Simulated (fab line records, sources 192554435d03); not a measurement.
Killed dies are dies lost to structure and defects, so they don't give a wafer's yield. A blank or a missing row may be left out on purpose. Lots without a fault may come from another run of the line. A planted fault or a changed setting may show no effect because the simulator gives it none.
Chamber matching | flow n5_finfet | N5_BEOL_M11_CURE_72 on uv_cure-02: 3 sister chambers
The step cures SiCOH lowk, time 120 s. 15 wafers are shown with their chamber, then 7 later ones without.

WAFERS WITH THEIR CHAMBER
wafer  | chamber | wafer_temp_C_max | lamp_power_pct (%)
L959.1 | 2       | 371.8            | 52.25
L959.2 | 2       | 371.6            | 52.28
L959.3 | 2       | 371.8            | 52.31
L962.2 | 1       | 372.0            | 52.27
L962.4 | 1       | 372.3            | 52.40
L962.5 | 1       | 371.6            | 52.31
L966.2 | 1       | 372.6            | 52.22
L966.4 | 1       | 372.6            | 52.35
L966.5 | 1       | 371.9            | 52.38
L968.2 | 1       | 371.8            | 52.30
L968.3 | 1       | 372.9            | 52.30
L970.1 | 0       | 371.0            | 52.30
L970.3 | 0       | 371.8            | 52.23
L971.1 | 1       | 372.2            | 52.23
L971.2 | 1       | 372.5            | 52.29

SIGNATURES (means of the wafers above)
reading          | chamber 0 | chamber 1 | chamber 2 | scatter within a chamber
wafer_temp_C_max | 371.400   | 372.240   | 371.733   | 0.397
lamp_power_pct   | 52.2650   | 52.3050   | 52.2800   | 0.0542
Rule: a wafer's distance from a chamber is the root of the sum, over the readings, of the square of ((its reading less the chamber's mean) divided by the reading's scatter). The wafer belongs to the nearest chamber; if the next one is less than 2 further off, it can't be placed. The scatter: the root of (the sum of the squares of (reading less its chamber's mean) over the shown wafers, divided by (wafers less chambers)).

WAFERS WITHOUT THEIR CHAMBER
wafer  | wafer_temp_C_max | lamp_power_pct (%)
L971.3 | 372.5            | 52.23
L973.1 | 372.5            | 52.31
L973.4 | 372.6            | 52.33
L973.5 | 372.5            | 52.28
L975.2 | 372.0            | 52.27
L975.3 | 372.0            | 52.39
L975.5 | 371.8            | 52.34

WHICH CHAMBER EACH WENT THROUGH
wafer  | from the rows above          | in truth
L971.3 | can't be placed: 1 or 2 or 0 | 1
L973.1 | can't be placed: 1 or 2      | 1
L973.4 | can't be placed: 1 or 2      | 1
L973.5 | can't be placed: 1 or 2 or 0 | 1
L975.2 | can't be placed: 2 or 1 or 0 | 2
L975.3 | can't be placed: 1 or 2 or 0 | 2
L975.5 | can't be placed: 2 or 1 or 0 | 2
Placed correctly: 0 of 7. Can't be placed from these rows: 7 (the true chamber is among the candidates in 7). Placed wrongly: 0.
